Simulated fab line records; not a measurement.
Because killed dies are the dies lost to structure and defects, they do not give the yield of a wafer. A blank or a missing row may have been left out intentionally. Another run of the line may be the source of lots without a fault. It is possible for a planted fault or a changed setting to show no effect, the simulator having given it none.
fab line records	flow n5-finfet
[record] lots = 3	wafers = 8	last-day = 17
route steps=1938 shown BEOL_M11@1590 BEOL_M12@1602 PASSIVATION@1936
lots with no fault: from the same line, run without faults
start-h: hours from the record's first day to the start of the lot's first wafer shown	wait-h: how many hours have passed since the lot's step before this one	" identical to the entry in the row above	L1.1+2: a single row standing in for several wafers	- either no value or no given start	* or withheld: withheld	< > ~ a bound
route shown NAME@n: a module of which the file shows steps, and the number in the route of the first	usual: mean/standard deviation taken from wafers without a fault	same: alike in all rows	chamber/n: place in a boat	sites: each site's reading	_std_site: standard deviation of those values	_edge_site: mean of outer sites minus mean of inner sites	radius-mm: for every site, how far away it sits from the centre of the wafer	mask NAME#n: copy n	behind: the last tool/chamber to shape the wafer	hold: what put the lot on hold/how long, in hours/how the hold closed	device: the n, p or np transistor that did not switch	end of line: at the end of the route, the tests of the same wafers	a step with no rows: only its recipe	killed: not the wafer's yield, but the dies lost to structure and defects at the first sort	map: dies across one wafer; x = killed, . = not, _ = none there
set.NAME: setting as actually run; set.NAME@STEP: the setting as run at that earlier step	model.NAME: the simulator's own value behind a step, which no gauge read
lots at some steps of the route; a table a step, a row a wafer
services: a tool's chamber out of use, with start hour (start-h, from the record's first day; less than 0 if before it), hours out, and reason
[[steps]]
[step N5_BEOL_M11_ALD_74]
[recipe] material = TaN	target-thk-a = 20	temp-c = 275	ald-precursor-family = PDMAT	ald-co-reactant = NH3	pressure-torr = 3	carrier-flow-sccm = 1500	pulse-time-s = 2	purge-time-s = 3	co-reactant-purge-time-s = 2	co-reactant-pulse-time-s = 3	ald-cycles = 40	precursor-vessel-temp-c = 75	precursor-vessel-pressure-torr = 26.25	precursor-vessel-carrier-sccm = 1000
[step N5_BEOL_M11_SURFACE_TREAT_76]
[recipe] gas = Ar	time-s = *	ion-energy-ev = *	ion-current-ma-cm2 = 0.5	pressure-mtorr = *	ar-flow-sccm = 30
[step N5_BEOL_M11_CVD_75]
[recipe] material = Co	target-thk-a = 20	temp-c = withheld	precursor = CCTBA/H2	pressure-torr = 30	time-s = 138.9
[step N5_BEOL_M11_SPUTTER_48]
[recipe] material = Cu	target-thk-a = 120	temp-c = -20	bias-v = 60	power-w = 26000	chamber-pressure-pa = 0.13	time-s = 2
[step N5_BEOL_M11_ECD_50]
[recipe] material = Cu	target-thk-a = 3180
[step N5_BEOL_M11_ANNEAL_51]
[recipe] temp-c = 225	time-s = 90	ambient = N2
[step N5_BEOL_M11_CMP_52]
[recipe] stop-on = SiCOH_lowk	t-overpolish-s = 7	down-force-psi = 1	platen-rpm = 50	clearing-platen-down-force-psi = 1.5	clearing-platen-rpm = 50	post-cmp-clean = cu-alkaline	target-thk-nm = 140	clearing-platen-pad-velocity-m-s = 0.99484	pad-velocity-m-s = 0.99484
[step N5_BEOL_M11_PRE_CLEAN_55]
[recipe] gas = NH3	time-s = 15	temp-c = withheld	rf-power-w = 300
[step N5_BEOL_M11_DEP_56]
[recipe] material = SiCN	target-thk-a = 300	temp-c = withheld	precursor = 3MS/NH3	pressure-torr = 3	rf-w = 675	time-s = 10.5
[step N5_BEOL_M12_ILD_DEP_00]
[recipe] material = SiOC	target-thk-a = 6589.2	temp-c = 350	precursor = DEMS/O2	pressure-torr = 5	rf-w = 500	time-s = 130.7
[usual] heater-power-outer-w = 278/51	heater-power-w = 498/72	run-length-s = 175.3/0.44	showerhead-plenum-p-Torr = 5.702/0.017	throttle-valve-pct = 11.8/0.35
lot.wafer	tool	chamber	start-h	wait-h	heater-power-outer-w	heater-power-w	run-length-s	showerhead-plenum-p-Torr	throttle-valve-pct	model.SiOC_of_BEOL_M12_ILD_DEP_00.thk-nm
L118.2	pecvd-03	0	252.35	0.0	269	564	286.9	5.718	11.5	1206
L118.4	"	1	"	"	263	485	286.7	5.708	11.8	1219
L131.4	pecvd-02	1	353.05	0.1	254	422	174.8	5.678	11.6	658.2
L131.5	"	0	"	"	313	479	175.4	5.670	12.0	676
L131.6	"	2	"	"	225	493	176.6	5.689	11.6	658.4
L133.2	pecvd-03	1	353.55	0.0	256	473	175.2	5.710	11.4	660
L133.3	"	0	"	"	221	502	176.0	5.738	11.5	666.6
L133.4	"	1	"	"	261	483	175.5	5.706	11.7	657.8
[step N5_BEOL_M12_THK_MEAS_01]
[recipe] reads = SiOC_of_BEOL_M12_ILD_DEP_00
[usual] M12_ILD_THK = 652/7.8
lot.wafer	tool	chamber	start-h	wait-h	M12_ILD_THK[nm]
L118.2	film-metro-02	-	252.48	0.1	1206
L118.4	"	-	"	"	1220
L131.4	film-metro-01	-	353.14	0.0	658
L131.5	"	-	"	"	676
L131.6	"	-	"	"	659
L133.2	film-metro-02	-	353.73	0.1	661
L133.3	"	-	"	"	667
L133.4	"	-	"	"	658
[step N5_BEOL_M12_COAT_58]
[recipe] resist = BARC	temp-c = 205	time-s = 60	spin-rpm = 1500	resist-thk-nm = 89
[step N5_BEOL_M12_COAT_04]
[recipe] spin-rpm = 1625	resist-thk-nm = 400
[step N5_BEOL_M12_EBR_06]
[recipe] solvent = PGMEA	ebr-width-mm = 1.5
[step N5_BEOL_M12_SOFTBAKE_05]
[recipe] temp-c = 130	time-s = 60
[step N5_BEOL_M12_EXPOSE_07]
[recipe] mask-id = V11	na = 0.93	source-shape = conventional	sigma-outer = 0.6	polarization = unpolarized	attpsm-phase-deg = 180	dose-mj = 32.5
[step N5_BEOL_M12_PEB_08]
[recipe] peb-temp-c = 130	peb-time-s = 90
[step N5_BEOL_M12_DEVELOP_09]
[recipe] develop-time-s = 45	rinse-liquid = diw	dry = air-spin	dev-temp-c = 21
[step N5_BEOL_M12_HARDBAKE_14]
[recipe] temp-c = 130	time-s = 120
[step N5_BEOL_M12_DESCUM_15]
[recipe] chemistry = O2	time-s = 7.9	source-power-w = 50	bias-power-w = 20	pressure-mtorr = 20	rf-frequency-hz = 2.712e+07	temp-c = 40	o2-flow-sccm = 225
[step N5_BEOL_M12_ETCH_59]
[recipe] chemistry = N2/H2	target = BARC	target-depth-a = 890	overetch-a = 267	time-s = 67.9	ion-energy-ev = 200	pressure-mtorr = 30	source-w = 840	bias-w = 150	n2-flow-sccm = 200	h2-flow-sccm = 200
[step N5_BEOL_M12_VIA_ETCH_16]
[recipe] chemistry = C4F8/O2/Ar	target = SiOC	pressure-mtorr = 30	source-w = 3000	bias-w = 700	Ar_flow_sccm = 400	C4F8_flow_sccm = 15	O2_flow_sccm = 8	he-inner-torr = 15	he-outer-torr = 30	target-depth-a = 7248	time-s = withheld	ion-energy-ev = 250	ends = cleared
[usual] drypump-motor-current-A = 5.8/0.62	mfc-ar-sccm = 400.2/1.3	oes-product-au = 0.73/0.078	rf-vpp-V = 664/3.2	showerhead-plenum-p-Torr = 3.37/0.11	throttle-valve-pct = 24.11/0.24
lot.wafer	tool	chamber	start-h	wait-h	drypump-motor-current-A	mfc-ar-sccm	oes-product-au	rf-vpp-V	showerhead-plenum-p-Torr	throttle-valve-pct	model.etch.depth-nm	model.coat_of_BEOL_M12_COAT_04.thk-nm	model.BARC_of_BEOL_M12_COAT_58.thk-nm
L118.2	rie-diel-05	1	253.08	0.0	6.4	401.8	0.87	664	3.35	24.15	1206	0	47.4
L118.4	"	0	"	"	6.0	398.0	0.76	663	3.27	23.99	1219	0	42.6
L131.4	rie-diel-05	2	353.80	0.0	6.6	402.1	0.87	665	3.35	23.93	658.1	124	89.4
L131.5	"	0	"	"	6.0	400.6	0.65	660	3.25	24.01	676.1	121	89
L131.6	"	3	"	"	4.9	399.4	0.69	663	3.32	23.87	658.3	129.2	89.2
L133.2	rie-diel-05	0	354.87	0.0	6.0	400.3	0.65	660	3.25	24.01	659.9	123.6	89.4
L133.3	"	2	"	"	6.6	401.9	0.86	664	3.35	23.92	666.5	119	89.4
L133.4	"	3	"	"	4.9	401.2	0.69	662	3.32	23.84	657.7	126	89.4
[step N5_BEOL_M12_STRIP_63]
[recipe] chemistry = N2/H2	power-w = 1000	temp-c = 250	h2-frac = 0.65	overash-fraction = 0.3	pressure-mtorr = 1000	n2-flow-sccm = 1750	h2-flow-sccm = 3250
[usual] drypump-motor-current-A = 5.5/0.35	heater-power-w = 338/23	oes-product-au = 0.693/0.0042	strip-time-to-endpoint-s = 43.1/0.87	temp-c = 250.02/0.17
lot.wafer	tool	chamber	start-h	wait-h	drypump-motor-current-A	heater-power-w	oes-product-au	rf-hours-counter-h	strip-time-to-endpoint-s	temp-c
L118.2	plasma-asher-02	1	253.28	-	5.1	314	0.228	125	0.0	249.76
L118.4	"	1	"	"	5.1	305	0.230	-	0.0	250.09
L131.4	plasma-asher-02	0	354.02	-	5.7	333	0.697	-	42.8	249.97
L131.5	"	1	"	"	5.0	304	0.695	-	41.9	249.89
L131.6	"	0	"	"	5.7	332	0.692	-	44.2	249.74
L133.2	plasma-asher-02	0	355.07	-	5.8	332	0.693	146	42.6	249.85
L133.3	"	1	"	"	5.0	309	0.692	-	41.4	249.86
L133.4	"	0	"	"	5.8	335	0.698	-	43.3	249.85
[step N5_BEOL_M12_STRIP_64]
[recipe] chemistry = N2/H2	power-w = 1000	temp-c = 250	h2-frac = 0.65	overash-fraction = 0.3	pressure-mtorr = withheld	n2-flow-sccm = 1750	h2-flow-sccm = 3250
[usual] drypump-motor-current-A = 5.5/0.35	heater-power-w = 338/23	oes-product-au = 0.716/0.0045	strip-time-to-endpoint-s = 31.31/0.077	temp-c = 250.02/0.2
lot.wafer	tool	chamber	start-h	wait-h	drypump-motor-current-A	heater-power-w	oes-product-au	rf-hours-counter-h	strip-time-to-endpoint-s	temp-c
L118.2	plasma-asher-02	1	253.34	0.0	5.1	321	0.653	125	20.80	250.17
L118.4	"	1	"	"	5.1	312	0.658	-	19.29	250.28
L131.4	plasma-asher-02	0	354.08	0.0	5.8	327	0.707	-	31.41	249.77
L131.5	"	1	"	"	5.0	313	0.716	-	31.32	250.03
L131.6	"	0	"	"	5.8	340	0.709	-	31.35	249.98
L133.2	plasma-asher-02	0	355.13	0.0	5.8	343	0.718	146	31.42	250.03
L133.3	"	1	"	"	5.1	307	0.714	-	31.41	250.48
L133.4	"	0	"	"	5.8	341	0.720	-	31.43	250.07
[step N5_BEOL_M12_STRIP_71]
[recipe] chemistry = post-etch-residue-remover	time-s = 60	temp-c = 25	remover-ph = withheld	remover-water-wt-pct = withheld	remover-fluoride-wt-pct = withheld
[step N5_BEOL_M12_SRD_72]
[recipe] time-s = 30	temp-c = 23	rinse-liquid = diw	dry = n2-spin	spin-rpm = 1500	dry-time-s = 30
[step N5_BEOL_M12_CD_MEAS_17]
[recipe] target-cd-nm = 140	polarity = opening
[usual] cd-nm = 140.3/2
lot.wafer	tool	chamber	start-h	wait-h	cd-nm
L118.2	cd-sem-02	-	253.49	0.0	152.7
L118.4	"	-	"	"	155.4
L131.4	cd-sem-01	-	354.22	0.0	138.9
L131.5	"	-	"	"	142.1
L131.6	"	-	"	"	136.8
L133.2	cd-sem-01	-	355.27	0.0	142.0
L133.3	"	-	"	"	141.7
L133.4	"	-	"	"	137.3
[step N5_BEOL_M12_COAT_65]
[recipe] resist = SOC	temp-c = 250	time-s = 60	spin-rpm = 1500	resist-thk-nm = 300
[step N5_BEOL_M12_COAT_66]
[recipe] resist = SiARC	temp-c = 220	time-s = 60	spin-rpm = 1500	resist-thk-nm = 110
[step N5_BEOL_M12_COAT_22]
[recipe] spin-rpm = 2888	resist-thk-nm = 300
[step N5_BEOL_M12_EBR_24]
[recipe] solvent = PGMEA	ebr-width-mm = 1.5
[step N5_BEOL_M12_SOFTBAKE_23]
[recipe] temp-c = 130	time-s = 60
[step N5_BEOL_M12_EXPOSE_25]
[recipe] mask-id = M12	na = 0.93	source-shape = conventional	sigma-outer = 0.4	polarization = unpolarized	dose-mj = 21.8
[step N5_BEOL_M12_PEB_26]
[recipe] peb-temp-c = 130	peb-time-s = 90
[step N5_BEOL_M12_DEVELOP_27]
[recipe] develop-time-s = 45	rinse-liquid = diw	dry = air-spin	dev-temp-c = 21
[step N5_BEOL_M12_HARDBAKE_32]
[recipe] temp-c = 130	time-s = 120
[step N5_BEOL_M12_CMP_49]
[recipe] stop-on = SiOC	t-overpolish-s = 20.6	down-force-psi = 1	platen-rpm = 50	clearing-platen-down-force-psi = 1.5	clearing-platen-rpm = 50	post-cmp-clean = cu-alkaline	target-thk-nm = 320	clearing-platen-pad-velocity-m-s = 0.99484	pad-velocity-m-s = 0.99484
[usual] motor-current-A = 6.0/0.71	slurry-filter-dp-kPa = 13.51/0.13
lot.wafer	tool	chamber	start-h	wait-h	motor-current-A	slurry-filter-dp-kPa	model.SiOC_of_BEOL_M12_ILD_DEP_00.thk-nm
L118.2	cmp-02	1	257.13	0.2	6.6	13.67	1149
L118.4	"	0	"	"	5.9	13.50	1160
L131.4	cmp-04	2	362.30	0.2	5.6	13.42	601.8
L131.5	"	3	"	"	5.6	13.47	614.6
L131.6	"	0	"	"	5.5	13.62	597.2
L133.3	cmp-02	1	362.56	0.2	6.8	13.39	607.2
L133.2	"	2	"	"	4.8	13.35	601
L133.4	"	0	"	"	5.5	13.57	597.6
[step N5_PASSIVATION_PROBE_49]
[usual] defect-limited-yield = 90.9/1.5	killed_at_M0_to_M3 = 36/10	killed_at_M4_up = 13/5.5	killed-at-contacts = 12/5.6	killed-at-front-end = 42/12	killed-at-other = 4/3.2	killed-dies = 108/18	killed-open = 71/13	killed-short = 34/7.8	sort_bin_5_function = 5.4/1	sort_bin_6_memory = 3.4/0.68	sort-n-pass = 1072/18	sort-yield-pct = 90.9/1.5
[same] gross-dies = 1180	killed-at-back-side = 0	sort_bin_4_leakage[%] = 0	sort_bin_8_speed[%] = 0
lot.wafer	tool	chamber	start-h	wait-h	defect-limited-yield[%]	killed_at_M0_to_M3	killed_at_M4_up	killed-at-contacts	killed-at-front-end	killed-at-other	killed-dies	killed-open	killed-short	sort_bin_5_function[%]	sort_bin_6_memory[%]	sort-n-pass	sort-yield-pct[%]
L118.2	prober-01	-	289.83	0.1	93.2	32	8	9	26	5	80	58	22	3.5	3.1	1100	93.2
L118.4	prober-01	-	289.93	0.2	92.2	51	3	5	28	5	92	58	34	4.2	3.2	1088	92.2
// killed by level:class
L118.2 FIN_SAQP:geometric-particle:open=11 BEOL_M2:geometric-particle:open=11 BEOL_M0_SAQP:geometric-particle:short=6 MOL_CONTACT_COAG:geometric-particle:open=6 BEOL_M3:geometric-particle:open=6 STI_FIN_REVEAL:geometric-particle:open=4 DUMMY_GATE:geometric-particle:open=4 BEOL_M5:geometric-particle:open=4
L118.4 BEOL_M0_SAQP:geometric-particle:open=17 BEOL_M0_SAQP:geometric-particle:short=14 FIN_SAQP:geometric-particle:open=9 BEOL_M2:geometric-particle:open=7 MOL_CONTACT_COAG:geometric-particle:open=5 DUMMY_GATE:geometric-particle:open=4 BEOL_M1:geometric-particle:open=4 GATE_CUT:geometric-particle:short=3
[[services]]
tool	chamber	start-h	hours	kind
pecvd-02	2	231.85	5.5	scheduled-down
cmp-02	-	235.02	4.0	pm
cmp-02	-	239.02	-	consumable-replace:conditioner
cmp-02	-	239.02	-	consumable-replace:pad
rie-diel-05	0	258.19	9.4	repair
cmp-02	-	288.05	1.8	repair
cmp-04	-	303.32	4.0	pm
cmp-02	-	304.67	2.7	repair
rie-diel-05	0	307.30	4.3	repair
cmp-04	-	307.32	-	consumable-replace:conditioner
cmp-04	-	307.32	-	consumable-replace:pad
rie-diel-05	2	311.74	-	clean
rie-diel-05	2	311.74	-	consumable-replace:focus-ring
rie-diel-05	2	311.74	19.0	scheduled-down
rie-diel-05	2	311.74	19.0	vent-cycle
pecvd-02	1	316.06	2.1	scheduled-down
cmp-02	-	338.04	3.0	repair
pecvd-03	2	351.75	2.1	scheduled-down
cmp-02	-	357.57	2.0	repair
pecvd-03	0	357.77	12.8	repair
[[key]]
[first-sign] step = N5_BEOL_M12_ILD_DEP_00	reading = run-length-s	direction = up	sigmas = 99+	usual = *	struck = *
[effect] step = N5_BEOL_M12_THK_MEAS_01	reading = M12_ILD_THK	direction = up	sigmas = 72	usual = 652	struck = 1213
[effect] step = N5_BEOL_M12_STRIP_63	reading = oes-product-au	direction = down	sigmas = 99+	usual = 0.693	struck = 0.229
[effect] step = N5_BEOL_M12_STRIP_64	reading = strip-time-to-endpoint-s	direction = down	sigmas = 99+	usual = *	struck = *
[effect] step = N5_BEOL_M12_CD_MEAS_17	reading = cd-nm	direction = up	sigmas = 6.8	usual = 140.3	struck = 154.1
[model-effect] step = N5_BEOL_M12_ILD_DEP_00	value = SiOC_of_BEOL_M12_ILD_DEP_00.thk-nm	without = 654.6	struck = 1213
[model-effect] step = N5_BEOL_M12_VIA_ETCH_16	value = etch.depth-nm	without = 654.6	struck = 1213
[model-effect] step = N5_BEOL_M12_CMP_49	value = SiOC_of_BEOL_M12_ILD_DEP_00.thk-nm	without = 596.3	struck = 1154
met-at N5_BEOL_M12_ILD_DEP_00
struck-wafers L118.2,L118.4
[fault] kind = process-parameter-drift	tool = pecvd-03	chamber = -	onset-h = 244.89	steps = N5_BEOL_M12_ILD_DEP_00	channel = time-s	offset = *	shape = step	end-h = 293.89	scope = struck-wafers-only	acts-in = *	stated = *
